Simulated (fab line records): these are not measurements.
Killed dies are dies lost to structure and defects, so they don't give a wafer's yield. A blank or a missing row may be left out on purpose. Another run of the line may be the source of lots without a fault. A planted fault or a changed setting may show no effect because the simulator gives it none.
Matching of chambers :: flow nandHarc :: pecvd-03 running NHARC_A_STAIRCASE_DEP_325: 3 sister chambers
The step deposits SiO2, target thk 7200 nm. 6 wafers are shown with their chamber, then 8 later ones without.

## WAFERS, EACH WITH ITS CHAMBER
wafer: L147.4
chamber: 1
heaterPowerW (W): 490
mfcPrecursorSccm (sccm): 200.1

wafer: L147.6
chamber: 2
heaterPowerW (W): 643
mfcPrecursorSccm (sccm): 199.3

wafer: L149.2
chamber: 1
heaterPowerW (W): 564
mfcPrecursorSccm (sccm): 199.4

wafer: L149.5
chamber: 0
heaterPowerW (W): 674
mfcPrecursorSccm (sccm): 199.6

wafer: L149.6
chamber: 2
heaterPowerW (W): 640
mfcPrecursorSccm (sccm): 199.6

wafer: L158.3
chamber: 0
heaterPowerW (W): 895
mfcPrecursorSccm (sccm): 199.5

## WAFERS MISSING THEIR CHAMBER
wafer: L158.4
heaterPowerW (W): 693
mfcPrecursorSccm (sccm): 199.8

wafer: L158.5
heaterPowerW (W): 656
mfcPrecursorSccm (sccm): 199.8

wafer: L161.1
heaterPowerW (W): 645
mfcPrecursorSccm (sccm): 199.9

wafer: L161.2
heaterPowerW (W): 678
mfcPrecursorSccm (sccm): 200.5

wafer: L161.5
heaterPowerW (W): 706
mfcPrecursorSccm (sccm): 200.7

wafer: L162.2
heaterPowerW (W): 759
mfcPrecursorSccm (sccm): 200.3

wafer: L162.4
heaterPowerW (W): 647
mfcPrecursorSccm (sccm): 199.4

wafer: L162.6
heaterPowerW (W): 707
mfcPrecursorSccm (sccm): 199.3

## WHICH CHAMBER EACH WENT THROUGH
wafer: L158.4
from the rows above: can't be placed: 2 or 0 or 1
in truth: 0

wafer: L158.5
from the rows above: can't be placed: 2 or 1 or 0
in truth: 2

wafer: L161.1
from the rows above: can't be placed: 1 or 2 or 0
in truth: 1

wafer: L161.2
from the rows above: can't be placed: 1 or 0 or 2
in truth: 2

wafer: L161.5
from the rows above: can't be placed: 1 or 0 or 2
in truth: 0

wafer: L162.2
from the rows above: can't be placed: 0 or 2 or 1
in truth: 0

wafer: L162.4
from the rows above: can't be placed: 2 or 0 or 1
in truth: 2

wafer: L162.6
from the rows above: can't be placed: 2 or 0 or 1
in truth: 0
Placed correctly: 0 of 8. From these rows, 8 cannot be placed; in 8 the true chamber is one of the candidates. Placed wrongly: 0.
How it was worked out, from the rows above alone: a wafer's distance from a chamber is the root of the sum, over the readings, of the square of ((its reading less the chamber's mean) divided by the reading's scatter). If the next closest chamber is less than 2 further off than the closest, the wafer can't be placed; otherwise it belongs to the closest. A chamber's mean is the mean of its shown wafers. How the scatter is found: for the shown wafers, subtract from each reading the mean of its chamber, square and add these, divide the total by (wafers less chambers), then take the root.
